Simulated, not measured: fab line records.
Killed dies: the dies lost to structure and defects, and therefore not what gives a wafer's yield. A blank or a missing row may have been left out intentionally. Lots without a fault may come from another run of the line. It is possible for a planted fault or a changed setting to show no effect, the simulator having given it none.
Matching of chambers -- flow n5-finfet -- N5_PMOS_HMC_CHANNEL_EPI_HM_DEP_34 on pecvd-02 has 3 sister chambers
The step deposits SiO2 from TEOS/O2, target thk 36 nm, time 6.9 s. 3 wafers are shown with their chamber, then 9 later ones without.

== WAFERS, EACH WITH ITS CHAMBER ==
wafer,chamber,throttle-valve-pct (%)
L085.6,0,18.9
L086.4,2,18.2
L086.5,1,19.7

== WAFERS WITH NO CHAMBER GIVEN ==
wafer,throttle-valve-pct (%)
L087.3,18.6
L087.4,19.6
L087.5,18.8
L093.1,18.9
L093.4,19.6
L093.5,18.5
L097.2,19.5
L097.4,18.6
L097.5,18.6

== THE CHAMBER EACH PASSED THROUGH ==
wafer,from the rows above,in truth
L087.3,can't be placed: 0 or 2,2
L087.4,1,1
L087.5,0,0
L093.1,0,0
L093.4,1,1
L093.5,can't be placed: 2 or 0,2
L097.2,can't be placed: 1 or 0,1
L097.4,can't be placed: 0 or 2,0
L097.5,can't be placed: 0 or 2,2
4 of 9 placed correctly. Not placeable from these rows: 5 (in 5, the candidates include the true chamber). Placed wrongly: 0.
How it was worked out, from the rows above alone: a wafer's distance from a chamber is the root of the sum, over the readings, of the square of ((its reading less the chamber's mean) divided by the reading's scatter). The wafer belongs to the nearest chamber; if the next one is less than 2 further off, it can't be placed. For every chamber, the mean is computed from those of its wafers that are shown. The scatter: root of mean squared gap, hidden wafer to nearest shown wafer, with one shown wafer a chamber.
